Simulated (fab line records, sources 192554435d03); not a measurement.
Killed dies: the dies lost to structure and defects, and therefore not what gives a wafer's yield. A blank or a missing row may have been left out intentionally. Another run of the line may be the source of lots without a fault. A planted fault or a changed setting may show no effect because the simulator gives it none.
fab line records	flow n5-finfet
[record] lots = 7	wafers = 21	last-day = 17
route steps=1938 shown BEOL_M6@1251 BEOL_M7@1263 PASSIVATION@1936
lots that met no fault: from a run of the same line without faults
start-h: hours from the record's opening day to when the first of the lot's shown wafers began	wait-h: hours since the lot's step before	" repeats the value in the row above	L1.1+2: a row that stands for several wafers	- either no value or no given start	* or withheld: withheld	< > ~ a bound
route shown NAME@n: NAME is a module with steps in the file, n the number in the route of the first one	usual: mean/standard deviation taken from wafers without a fault	same: alike in all rows	chamber/n: place in a boat	sites: the reading at each site	_std_site: standard deviation of those values	_edge_site: the outer-site mean with the inner-site mean subtracted	radius-mm: how far each site lies from the wafer's centre	mask NAME#n: copy n	behind: tool/chamber where the wafer was last shaped	hold: what put the lot on hold/how long, in hours/how the hold closed	device: which transistor (n, p or np) failed to switch	end of line: tests run on the same wafers once the route is complete	a step given without rows: its recipe and nothing more	killed: not the wafer's yield, but the dies lost to structure and defects at the first sort	map: a wafer's dies, marking killed ones x, the rest . and places with no die _
set.NAME: the setting as run; set.NAME@STEP: as run at that earlier step	model.NAME: the simulator's own value behind a step, which no gauge read
lots at selected steps of the route; one table per step, one row per wafer
services: from which hour (start-h, from the record's first day; less than 0 if before it) a tool's chamber was out of use, for how many hours, and why
[[steps]]
[step N5_BEOL_M6_ALD_77]
[recipe] material = TaN	target-thk-a = 20	temp-c = 275	ald-precursor-family = PDMAT	ald-co-reactant = NH3	pressure-torr = 3	carrier-flow-sccm = 1500	pulse-time-s = 2	purge-time-s = 3	co-reactant-purge-time-s = 2	co-reactant-pulse-time-s = 3	ald-cycles = 40	precursor-vessel-temp-c = 75	precursor-vessel-pressure-torr = 26.25	precursor-vessel-carrier-sccm = 1000
[step N5_BEOL_M6_SURFACE_TREAT_79]
[recipe] gas = Ar	time-s = *	ion-energy-ev = *	ion-current-ma-cm2 = 0.5	pressure-mtorr = *	ar-flow-sccm = 30
[usual] throttle-valve-pct = *
lot.wafer	tool	chamber	start-h	wait-h	throttle-valve-pct
L318.1	pvd-sputter-02	-	196.63	0.2	*
L318.2	"	-	"	"	*
L318.5	"	-	"	"	*
L323.3	pvd-sputter-03	-	220.79	0.2	*
L323.5	"	-	"	"	*
L323.6	"	-	"	"	*
L332.1	pvd-sputter-02	-	270.78	0.2	*
L332.2	"	-	"	"	*
L332.5	"	-	"	"	*
L334.1	pvd-sputter-02	-	279.44	0.3	*
L334.4	"	-	"	"	*
L334.6	"	-	"	"	*
L333.1	pvd-sputter-03	-	281.44	0.2	*
L333.2	"	-	"	"	*
L333.3	"	-	"	"	*
L337.1	pvd-sputter-01	-	305.11	0.2	*
L337.3	"	-	"	"	*
L337.5	"	-	"	"	*
L340.1	pvd-sputter-02	-	318.80	0.2	*
L340.5	"	-	"	"	*
L340.6	"	-	"	"	*
[step N5_BEOL_M6_CVD_78]
[recipe] material = Co	target-thk-a = 20	temp-c = withheld	precursor = CCTBA/H2	pressure-torr = 30	time-s = 142.3
[step N5_BEOL_M6_SPUTTER_48]
[recipe] material = Cu	target-thk-a = 100	temp-c = -20	bias-v = 60	power-w = 26000	chamber-pressure-pa = 0.13	time-s = 1.667
[usual] bias-v = 60.0/0.63	chuck-gas-flow-sccm = 1.26/0.05	throttle-valve-pct = 29.6/1
lot.wafer	tool	chamber	start-h	wait-h	bias-v	chuck-gas-flow-sccm	throttle-valve-pct
L318.1	pvd-sputter-01	-	197.00	0.1	59.4	1.19	30.1
L318.2	"	-	"	"	59.7	1.14	28.7
L318.5	"	-	"	"	59.3	1.37	28.6
L323.3	pvd-sputter-01	-	221.10	0.2	60.5	1.26	29.9
L323.5	"	-	"	"	59.7	1.24	30.5
L323.6	"	-	"	"	60.6	1.28	28.4
L332.1	pvd-sputter-02	-	270.97	0.1	59.5	1.32	28.8
L332.2	"	-	"	"	61.0	1.24	29.7
L332.5	"	-	"	"	61.0	1.25	29.6
L334.1	pvd-sputter-03	-	279.70	0.2	60.3	1.29	29.8
L334.4	"	-	"	"	59.7	1.30	29.6
L334.6	"	-	"	"	59.6	1.31	29.6
L333.1	pvd-sputter-01	-	281.63	0.1	60.1	1.25	30.2
L333.2	"	-	"	"	60.7	1.21	30.7
L333.3	"	-	"	"	59.4	1.32	30.1
L337.1	pvd-sputter-03	-	305.46	0.1	59.5	1.29	27.6
L337.3	"	-	"	"	59.5	1.25	29.6
L337.5	"	-	"	"	60.1	1.27	30.4
L340.1	pvd-sputter-03	-	319.24	0.3	60.1	1.30	30.5
L340.5	"	-	"	"	60.0	1.28	30.7
L340.6	"	-	"	"	60.6	1.37	27.7
[step N5_BEOL_M6_ECD_50]
[recipe] material = Cu	target-thk-a = 3000
[step N5_BEOL_M6_ANNEAL_51]
[recipe] temp-c = 225	time-s = 90	ambient = N2
[usual] wafer_temp_C_max = 226.06/0.25
lot.wafer	tool	chamber	start-h	wait-h	wafer_temp_C_max
L318.1	rtp-anneal-02	0	197.29	0.1	225.83
L318.2	"	0	"	"	225.75
L318.5	"	0	"	"	226.30
L323.3	rtp-anneal-02	0	221.55	0.3	226.15
L323.5	"	0	"	"	226.03
L323.6	"	0	"	"	225.96
L332.1	rtp-anneal-02	0	271.20	0.1	225.65
L332.2	"	0	"	"	226.05
L332.5	"	0	"	"	226.15
L334.1	rtp-anneal-02	0	280.42	0.6	226.58
L334.4	"	0	"	"	226.05
L334.6	"	0	"	"	226.08
L333.1	rtp-anneal-01	0	282.01	0.2	225.94
L333.2	"	0	"	"	225.86
L333.3	"	0	"	"	225.82
L337.1	rtp-anneal-02	0	307.00	1.4	225.77
L337.3	"	0	"	"	225.86
L337.5	"	0	"	"	225.88
L340.1	rtp-anneal-02	0	319.45	0.1	225.81
L340.5	"	0	"	"	226.01
L340.6	"	0	"	"	225.80
[step N5_BEOL_M6_CMP_52]
[recipe] stop-on = SiCOH_lowk	t-overpolish-s = 6.9	down-force-psi = 1	platen-rpm = 50	clearing-platen-down-force-psi = 1.5	clearing-platen-rpm = 50	post-cmp-clean = cu-alkaline	target-thk-nm = 80	clearing-platen-pad-velocity-m-s = 0.99484	pad-velocity-m-s = 0.99484
[step N5_BEOL_M6_THK_MEAS_53]
[recipe] thk-meas-gauge = xrf	reads = Cu_of_BEOL_M6_ECD_50
[usual] M6_THK = 81.1/2.6
lot.wafer	tool	chamber	start-h	wait-h	M6_THK[nm]
L318.1	film-metro-01	-	197.88	-	77.3
L318.2	"	-	"	"	80.8
L318.5	"	-	"	"	78.3
L323.3	film-metro-02	-	222.06	-	81.9
L323.5	"	-	"	"	81.3
L323.6	"	-	"	"	82.3
L332.1	film-metro-02	-	271.81	-	83.6
L332.2	"	-	"	"	86.7
L332.5	"	-	"	"	80.6
L334.1	film-metro-02	-	281.01	-	83.6
L334.4	"	-	"	"	82.5
L334.6	"	-	"	"	83.7
L333.1	film-metro-02	-	282.60	-	79.5
L333.2	"	-	"	"	82.4
L333.3	"	-	"	"	83.3
L337.1	film-metro-01	-	307.60	-	85.5
L337.3	"	-	"	"	80.9
L337.5	"	-	"	"	79.2
L340.1	film-metro-01	-	320.06	-	82.1
L340.5	"	-	"	"	81.4
L340.6	"	-	"	"	81.3
[step N5_BEOL_M6_PRE_CLEAN_55]
[recipe] gas = NH3	time-s = 15	temp-c = withheld	rf-power-w = 300
[step N5_BEOL_M6_DEP_56]
[recipe] material = SiCN	target-thk-a = 100	temp-c = withheld	precursor = 3MS/NH3	pressure-torr = 3	rf-w = 202	time-s = 17.5
[usual] showerhead-plenum-p-Torr = 3.662/0.013	throttle-valve-pct = 9.4/0.55
lot.wafer	tool	chamber	start-h	wait-h	showerhead-plenum-p-Torr	throttle-valve-pct
L318.1	pecvd-04	1	197.94	0.0	3.662	10.0
L318.2	"	0	"	"	3.660	9.3
L318.5	"	2	"	"	3.643	9.0
L323.3	pecvd-03	0	222.13	0.0	3.674	9.4
L323.5	"	1	"	"	3.663	9.7
L323.6	"	0	"	"	3.677	9.3
L332.1	pecvd-01	0	271.88	0.0	3.645	9.0
L332.2	"	2	"	"	3.664	8.9
L332.5	"	1	"	"	3.686	10.6
L334.1	pecvd-04	1	281.07	0.0	3.668	10.1
L334.4	"	1	"	"	3.656	10.3
L334.6	"	2	"	"	3.646	9.0
L333.1	pecvd-04	2	282.66	0.0	3.640	9.0
L333.2	"	0	"	"	3.665	9.3
L333.3	"	1	"	"	3.660	9.9
L337.1	pecvd-04	2	307.67	0.0	3.646	8.7
L337.3	"	1	"	"	3.659	10.0
L337.5	"	2	"	"	3.637	8.8
L340.1	pecvd-03	1	320.12	0.0	3.661	9.6
L340.5	"	2	"	"	3.671	8.8
L340.6	"	0	"	"	3.676	9.4
[step N5_BEOL_M6_RS_MEAS_57]
[recipe] thk-meas-gauge = four-point-probe	reads = Cu_of_BEOL_M6_ECD_50+Co_of_BEOL_M6_CVD_78+TaN_of_BEOL_M6_ALD_77
[usual] M6_RS = 0.284/0.01
lot.wafer	tool	chamber	start-h	wait-h	M6_RS[ohm/sq]
L318.1	film-metro-02	-	198.01	0.1	0.297
L318.2	"	-	"	"	0.281
L318.5	"	-	"	"	0.293
L323.3	film-metro-02	-	222.20	0.1	0.283
L323.5	"	-	"	"	0.286
L323.6	"	-	"	"	0.283
L332.1	film-metro-02	-	271.94	0.1	0.275
L332.2	"	-	"	"	0.264
L332.5	"	-	"	"	0.288
L334.1	film-metro-02	-	281.14	0.1	0.274
L334.4	"	-	"	"	0.279
L334.6	"	-	"	"	0.273
L333.1	film-metro-02	-	282.73	0.1	0.290
L333.2	"	-	"	"	0.280
L333.3	"	-	"	"	0.277
L337.1	film-metro-01	-	307.73	0.1	0.267
L337.3	"	-	"	"	0.283
L337.5	"	-	"	"	0.291
L340.1	film-metro-02	-	320.19	0.1	0.275
L340.5	"	-	"	"	0.279
L340.6	"	-	"	"	0.281
[step N5_BEOL_M6_INSPECT_58]
[recipe] inspect-instrument = darkfield	mode = post-dep
[usual] raw-defect-count = 64/19
lot.wafer	tool	chamber	start-h	wait-h	raw-defect-count
L318.1	defect-inspect-02	-	198.04	0.0	96
L318.2	"	-	"	"	93
L318.5	"	-	"	"	66
L323.3	defect-inspect-02	-	222.22	0.0	38
L323.5	"	-	"	"	34
L323.6	"	-	"	"	34
L332.1	defect-inspect-01	-	271.97	0.0	46
L332.2	"	-	"	"	57
L332.5	"	-	"	"	81
L334.1	defect-inspect-02	-	281.16	0.0	30
L334.4	"	-	"	"	34
L334.6	"	-	"	"	24
L333.1	defect-inspect-01	-	282.76	0.0	60
L333.2	"	-	"	"	65
L333.3	"	-	"	"	54
L337.1	defect-inspect-01	-	307.76	0.0	90
L337.3	"	-	"	"	66
L337.5	"	-	"	"	56
L340.1	defect-inspect-01	-	320.21	0.0	72
L340.5	"	-	"	"	53
L340.6	"	-	"	"	97
[step N5_BEOL_M7_ILD_DEP_00]
[recipe] material = SiCOH_lowk	target-thk-a = 1797.5	temp-c = 300	precursor = DEMS/porogen	pressure-torr = 5	rf-w = 500	time-s = 33.4
[usual] heater-power-w = 301/53	showerhead-plenum-p-Torr = 5.734/0.017	susceptor-temp-C = 299.99/0.19	throttle-valve-pct = 14.5/0.91
lot.wafer	tool	chamber	start-h	wait-h	heater-power-w	showerhead-plenum-p-Torr	susceptor-temp-C	throttle-valve-pct
L318.1	pecvd-01	0	198.08	0.0	240	5.706	300.23	13.5
L318.2	"	1	"	"	344	5.761	299.95	16.0
L318.5	"	1	"	"	347	5.784	300.15	16.1
L323.3	pecvd-02	0	222.26	0.0	342	5.728	299.84	15.0
L323.5	"	2	"	"	384	5.744	299.86	13.1
L323.6	"	1	"	"	300	5.746	299.76	14.2
L332.1	pecvd-02	1	272.01	0.0	270	5.746	297.26	14.4
L332.2	"	2	"	"	367	5.720	300.33	13.4
L332.5	"	1	"	"	294	5.727	297.43	14.1
L334.1	pecvd-01	1	281.20	0.0	362	5.770	299.80	16.0
L334.4	"	0	"	"	215	5.729	299.96	13.8
L334.6	"	1	"	"	359	5.770	299.98	16.1
L333.1	pecvd-02	2	282.79	0.0	385	5.718	299.97	13.4
L333.2	"	1	"	"	280	5.732	297.56	14.2
L333.3	"	0	"	"	358	5.739	300.28	15.1
L337.1	pecvd-02	2	307.80	0.0	321	5.723	300.23	13.8
L337.3	"	1	"	"	340	5.737	297.35	14.6
L337.5	"	2	"	"	336	5.728	300.04	13.6
L340.1	pecvd-04	2	320.25	0.0	261	5.718	299.88	13.5
L340.5	"	2	"	"	272	5.709	299.96	13.7
L340.6	"	0	"	"	226	5.747	299.93	14.7
[step N5_BEOL_M7_CURE_74]
[recipe] temp-c = 385	time-s = 240	ambient = He/Ar	material = SiCOH_lowk
[usual] lamp-power-pct = 52.32/0.056	wafer_temp_C_max = 386.7/0.56
lot.wafer	tool	chamber	start-h	wait-h	lamp-power-pct	wafer_temp_C_max
L318.1	uv-cure-01	0	198.17	0.1	52.32	386.3
L318.2	"	0	"	"	52.39	386.9
L318.5	"	0	"	"	52.21	386.6
L323.3	uv-cure-02	2	222.48	0.2	52.29	387.6
L323.5	"	2	"	"	52.32	387.5
L323.6	"	2	"	"	52.30	387.5
L332.1	uv-cure-02	0	272.07	0.0	52.35	386.7
L332.2	"	0	"	"	52.39	386.2
L332.5	"	0	"	"	52.38	386.1
L334.1	uv-cure-03	0	281.27	0.0	52.33	386.0
L334.4	"	0	"	"	52.29	386.6
L334.6	"	0	"	"	52.31	386.2
L333.1	uv-cure-02	2	282.86	0.0	52.35	387.4
L333.2	"	2	"	"	52.34	386.9
L333.3	"	2	"	"	52.31	387.7
L337.1	uv-cure-01	0	307.86	0.0	52.33	386.6
L337.3	"	0	"	"	52.43	387.0
L337.5	"	0	"	"	52.41	386.7
L340.1	uv-cure-03	2	320.32	0.0	52.40	385.9
L340.5	"	2	"	"	52.32	387.1
L340.6	"	2	"	"	52.28	387.5
[step N5_PASSIVATION_PROBE_49]
[usual] defect-limited-yield = 91.4/1.6	killed_at_M0_to_M3 = 31/11	killed_at_M4_up = 14/5.7	killed-at-contacts = 12/6	killed-at-front-end = 41/13	killed-at-other = 3.3/2.8	killed-dies = 101/19	killed-open = 67/14	killed-short = 33/8.2	sort_bin_4_leakage = 0.0/0.37	sort_bin_5_function = 5.0/1.1	sort_bin_6_memory = 3.3/0.74	sort_bin_8_speed = 0.0/0.36	sort-n-pass = 1078/20	sort-yield-pct = 91.3/1.7
[same] gross-dies = 1180	killed-at-back-side = 0
lot.wafer	tool	chamber	start-h	wait-h	defect-limited-yield[%]	killed_at_M0_to_M3	killed_at_M4_up	killed-at-contacts	killed-at-front-end	killed-at-other	killed-dies	killed-open	killed-short	sort_bin_4_leakage[%]	sort_bin_5_function[%]	sort_bin_6_memory[%]	sort_bin_8_speed[%]	sort-n-pass	sort-yield-pct[%]
L318.1	prober-02	-	278.19	0.0	91.4	31	13	7	48	3	102	57	42	0	5.3	3.1	0	1078	91.4
L318.2	prober-02	-	278.24	0.1	91.4	41	9	9	41	2	102	62	30	0	4.3	3.4	0.1	1078	91.4
L318.5	prober-02	-	278.39	0.2	91.1	27	18	7	47	6	105	68	36	0	5.3	3.3	0	1075	91.1
L323.3	prober-02	-	306.45	0.1	92.6	21	15	12	39	0	87	54	28	0	3.8	2.9	0	1093	92.6
L323.5	prober-02	-	306.55	0.2	92.2	32	14	10	34	2	92	57	35	0	4.6	3.0	0	1088	92.2
L323.6	prober-02	-	306.60	0.3	93.6	20	11	6	38	0	75	52	23	0	3.2	2.8	0	1105	93.6
L332.1	prober-01	-	364.60	0.0	95.5	13	4	10	22	4	53	39	14	0	2.6	1.6	0	1127	95.5
L332.2	prober-01	-	364.65	0.1	94.7	16	12	6	26	2	62	33	28	0.1	3.3	1.9	0	1117	94.7
L332.5	prober-01	-	364.80	0.2	91.3	33	8	10	52	0	103	71	32	0	5.1	3.4	0	1077	91.3
L333.1	prober-02	-	368.38	0.0	91.0	34	21	20	31	0	106	73	30	0	5.7	3.1	0	1074	91.0
L333.2	prober-02	-	368.43	0.1	92.6	33	12	12	24	6	87	62	25	0	4.8	2.2	0	1093	92.6
L333.3	prober-02	-	368.48	0.1	91.9	24	19	17	35	1	96	72	24	0	4.7	3.4	0	1084	91.9
L334.1	prober-01	-	371.93	0.0	89.9	23	18	15	61	2	119	85	31	0	5.0	4.6	0	1061	89.9
L334.4	prober-01	-	372.08	0.2	93.6	23	5	9	38	0	75	55	18	0	4.3	1.8	0	1105	93.6
L334.6	prober-01	-	372.18	0.3	92.3	20	14	19	36	2	91	68	23	0	4.2	3.1	0	1089	92.3
L337.1	prober-01	-	392.01	0.0	90.5	18	10	21	56	7	112	70	39	0	5.0	3.9	0	1068	90.5
L337.3	prober-01	-	392.11	0.1	86.8	40	13	16	80	7	156	106	41	0	7.5	5.2	0	1024	86.8
L337.5	prober-01	-	392.21	0.2	89.6	36	16	5	62	4	123	78	41	0	5.5	4.2	0	1057	89.6
L340.1	prober-01	-	417.12	0.0	92.2	20	15	23	33	1	92	57	34	0	4.4	3.1	0	1088	92.2
L340.5	prober-01	-	417.32	0.2	90.0	25	17	17	51	8	118	79	37	0	5.8	4.0	0	1062	90.0
L340.6	prober-01	-	417.37	0.3	88.7	32	26	12	57	6	133	90	43	0	5.4	5.6	0	1047	88.7
// killed by level:class
L318.1 STI_FIN_REVEAL:geometric-particle:open=11 GATE_CUT:geometric-particle:short=10 BEOL_M0:geometric-particle:short=9 BEOL_M4:geometric-particle:open=9 BEOL_M3:geometric-particle:open=8 MOL_CONTACT_COAG:geometric-particle:open=6 FIN_SAQP:geometric-particle:open=4 STI_FIN_REVEAL:geometric-particle:short=4
L318.2 STI_FIN_REVEAL:geometric-particle:open=17 BEOL_M0_SAQP:geometric-particle:short=12 BEOL_M0_SAQP:geometric-particle:open=12 MOL_CONTACT_COAG:geometric-particle:open=8 HKMG_FIN:area-etch=6 BEOL_M0:geometric-particle:short=5 BEOL_M0:geometric-particle:open=4 BEOL_M4:geometric-particle:open=4
L318.5 FIN_SAQP:geometric-particle:open=12 STI_FIN_REVEAL:geometric-particle:open=12 BEOL_M0_SAQP:geometric-particle:short=8 BEOL_M0_SAQP:geometric-particle:open=8 BEOL_M4:geometric-particle:open=7 MOL_CONTACT_COAG:geometric-particle:open=6 BEOL_M3:geometric-particle:open=5 GATE_CUT:geometric-particle:open=4
L323.3 MOL_CONTACT_COAG:geometric-particle:open=8 BEOL_M4:geometric-particle:open=7 FIN_SAQP:geometric-particle:short=6 FIN_SAQP:geometric-particle:open=5 DUMMY_GATE:geometric-particle:open=5 GATE_CUT:geometric-particle:short=5 BEOL_M0_SAQP:geometric-particle:short=5 BEOL_M3:geometric-particle:open=5
L323.5 BEOL_M0_SAQP:geometric-particle:short=11 MOL_CONTACT_COAG:geometric-particle:open=10 FIN_SAQP:geometric-particle:short=9 FIN_SAQP:geometric-particle:open=7 BEOL_M0_SAQP:geometric-particle:open=7 BEOL_M4:geometric-particle:open=7 DUMMY_GATE:geometric-particle:open=5 STI_FIN_REVEAL:geometric-particle:open=3
L323.6 STI_FIN_REVEAL:geometric-particle:open=10 MOL_CONTACT_COAG:geometric-particle:open=6 BEOL_M1:geometric-particle:open=6 FIN_SAQP:geometric-particle:open=5 DUMMY_GATE:geometric-particle:open=5 GATE_CUT:geometric-particle:short=5 BEOL_M3:geometric-particle:open=4 BEOL_M4:geometric-particle:open=3
L332.1 MOL_CONTACT_COAG:geometric-particle:open=8 STI_FIN_REVEAL:geometric-particle:open=7 STARTING-WAFER:geometric-particle:short=5 BEOL_M2:geometric-particle:open=3 BEOL_M4:geometric-particle:open=3 MIM_BOT:geometric-particle:open=3 DUMMY_GATE:geometric-particle:open=2 MOL_CONTACT_COAG:geometric-particle:short=2
L332.2 FIN_SAQP:geometric-particle:short=5 BEOL_M3:geometric-particle:open=5 DUMMY_GATE:geometric-particle:open=4 MOL_CONTACT_COAG:geometric-particle:open=4 STI_FIN_REVEAL:geometric-particle:short=3 ILD0:geometric-particle:open=3 GATE_CUT:geometric-particle:short=3 GATE_CUT:geometric-particle:open=3
L332.5 STI_FIN_REVEAL:geometric-particle:open=15 FIN_SAQP:geometric-particle:open=12 FIN_SAQP:geometric-particle:short=11 BEOL_M3:geometric-particle:open=11 MOL_CONTACT_COAG:geometric-particle:open=8 BEOL_M0_SAQP:geometric-particle:short=8 BEOL_M0_SAQP:geometric-particle:open=8 DUMMY_GATE:geometric-particle:open=6
L333.1 BEOL_M4:geometric-particle:open=17 MOL_CONTACT_COAG:geometric-particle:open=16 DUMMY_GATE:geometric-particle:open=8 BEOL_M0_SAQP:geometric-particle:open=6 BEOL_M3:geometric-particle:open=6 BEOL_M1:geometric-particle:open=6 ILD0:geometric-particle:short=4 BEOL_M1:geometric-particle:short=4
L333.2 MOL_CONTACT_COAG:geometric-particle:open=9 BEOL_M3:geometric-particle:open=8 BEOL_M4:geometric-particle:open=8 BEOL_M0_SAQP:geometric-particle:short=7 STARTING-WAFER:geometric-particle:open=7 BEOL_M1:geometric-particle:open=5 BEOL_M2:geometric-particle:open=5 BEOL_M0_SAQP:geometric-particle:open=4
L333.3 MOL_CONTACT_COAG:geometric-particle:open=14 STI_FIN_REVEAL:geometric-particle:open=8 BEOL_M0_SAQP:geometric-particle:open=8 BEOL_M4:geometric-particle:open=7 FIN_SAQP:geometric-particle:short=6 DUMMY_GATE:geometric-particle:open=6 BEOL_M1:geometric-particle:open=5 BEOL_M5:geometric-particle:open=5
L334.1 FIN_SAQP:geometric-particle:open=15 MOL_CONTACT_COAG:geometric-particle:open=13 STI_FIN_REVEAL:geometric-particle:open=13 FIN_SAQP:geometric-particle:short=10 BEOL_M3:geometric-particle:open=8 STI_FIN_REVEAL:geometric-particle:short=7 BEOL_M4:geometric-particle:open=6 BEOL_M0:geometric-particle:open=4
L334.4 FIN_SAQP:geometric-particle:open=12 BEOL_M3:geometric-particle:open=12 STI_FIN_REVEAL:geometric-particle:open=7 MOL_CONTACT_COAG:geometric-particle:open=7 BEOL_M3:geometric-particle:short=4 GATE_CUT:geometric-particle:open=4 FIN_SAQP:geometric-particle:short=3 BEOL_M0_SAQP:geometric-particle:open=3
L334.6 MOL_CONTACT_COAG:geometric-particle:open=17 STI_FIN_REVEAL:geometric-particle:open=16 BEOL_M3:geometric-particle:open=7 FIN_SAQP:geometric-particle:open=5 FIN_SAQP:geometric-particle:short=4 BEOL_M0_SAQP:geometric-particle:short=4 BEOL_M4:geometric-particle:open=4 DUMMY_GATE:geometric-particle:open=3
L337.1 STI_FIN_REVEAL:geometric-particle:open=21 MOL_CONTACT_COAG:geometric-particle:open=13 MOL_CONTACT_COAG:geometric-particle:short=8 FIN_SAQP:geometric-particle:open=7 FIN_SAQP:geometric-particle:short=7 BEOL_M3:geometric-particle:open=6 DUMMY_GATE:geometric-particle:open=5 BEOL_M1:geometric-particle:short=4
L337.3 FIN_SAQP:geometric-particle:open=26 STI_FIN_REVEAL:geometric-particle:open=18 MOL_CONTACT_COAG:geometric-particle:open=15 FIN_SAQP:geometric-particle:short=9 BEOL_M2:geometric-particle:open=8 BEOL_M1:geometric-particle:open=7 BEOL_M0_SAQP:geometric-particle:short=7 BEOL_M3:geometric-particle:open=7
L337.5 STI_FIN_REVEAL:geometric-particle:open=18 FIN_SAQP:geometric-particle:short=10 BEOL_M3:geometric-particle:open=10 BEOL_M2:geometric-particle:open=9 FIN_SAQP:geometric-particle:open=7 GATE_CUT:geometric-particle:short=7 BEOL_M8:geometric-particle:open=5 STARTING-WAFER:geometric-particle:open=4
L340.1 MOL_CONTACT_COAG:geometric-particle:open=16 FIN_SAQP:geometric-particle:open=8 MOL_CONTACT_COAG:geometric-particle:short=7 STARTING-WAFER:geometric-particle:short=6 BEOL_M4:geometric-particle:open=5 BEOL_M7:geometric-particle:open=5 BEOL_M1:geometric-particle:open=4 BEOL_M0_SAQP:geometric-particle:short=4
L340.5 MOL_CONTACT_COAG:geometric-particle:open=15 STI_FIN_REVEAL:geometric-particle:open=13 FIN_SAQP:geometric-particle:open=12 BEOL_M4:geometric-particle:open=10 BEOL_M0_SAQP:geometric-particle:short=8 FIN_SAQP:geometric-particle:short=6 STARTING-WAFER:geometric-particle:open=6 PASS1_CAP:geometric-particle:short=4
L340.6 FIN_SAQP:geometric-particle:open=18 MOL_CONTACT_COAG:geometric-particle:open=11 STI_FIN_REVEAL:geometric-particle:open=11 BEOL_M0_SAQP:geometric-particle:open=8 BEOL_M4:geometric-particle:open=7 FIN_SAQP:geometric-particle:short=6 BEOL_M0_SAQP:geometric-particle:short=6 BEOL_M4:geometric-particle:short=6
[[services]]
tool	chamber	start-h	hours	kind
pecvd-03	0	172.87	5.5	scheduled-down
uv-cure-03	-	180.92	0.6	repair
uv-cure-02	-	193.24	0.6	repair
pecvd-01	2	193.53	5.5	scheduled-down
pecvd-04	0	198.77	11.6	repair
uv-cure-02	-	201.49	7.5	pm
pecvd-01	2	202.38	-	clean
pecvd-01	2	202.38	-	consumable-replace:showerhead
pecvd-01	2	202.38	29.0	scheduled-down
pecvd-01	2	202.38	29.0	vent-cycle
uv-cure-03	-	207.16	7.5	pm
pecvd-02	-	212.28	0.4	repair
pecvd-02	0	214.62	2.1	scheduled-down
uv-cure-02	-	233.26	9.8	repair
pecvd-02	2	241.55	5.5	scheduled-down
pecvd-02	-	245.19	5.5	pm
pecvd-02	2	255.88	2.1	scheduled-down
uv-cure-03	-	259.37	0.8	repair
pecvd-01	2	266.03	5.0	scheduled-down
pecvd-04	2	287.88	2.1	scheduled-down
pecvd-02	1	289.42	5.5	scheduled-down
pecvd-02	2	292.67	13.2	repair
pecvd-01	0	296.42	5.3	repair
[[key]]
[first-sign] step = N5_BEOL_M7_ILD_DEP_00	reading = susceptor-temp-C	direction = down	sigmas = 14	usual = *	struck = *
effect none on later readings
met-at N5_BEOL_M7_ILD_DEP_00
struck-wafers L332.1,L332.5,L333.2,L337.3
onset-between 222.26 272.01
[fault] kind = process-parameter-drift	tool = pecvd-02	chamber = 1	onset-h = 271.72	steps = N5_BEOL_M7_ILD_DEP_00	channel = temp-c	offset = *	shape = step	end-h = 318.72	acts-in = *	stated = *
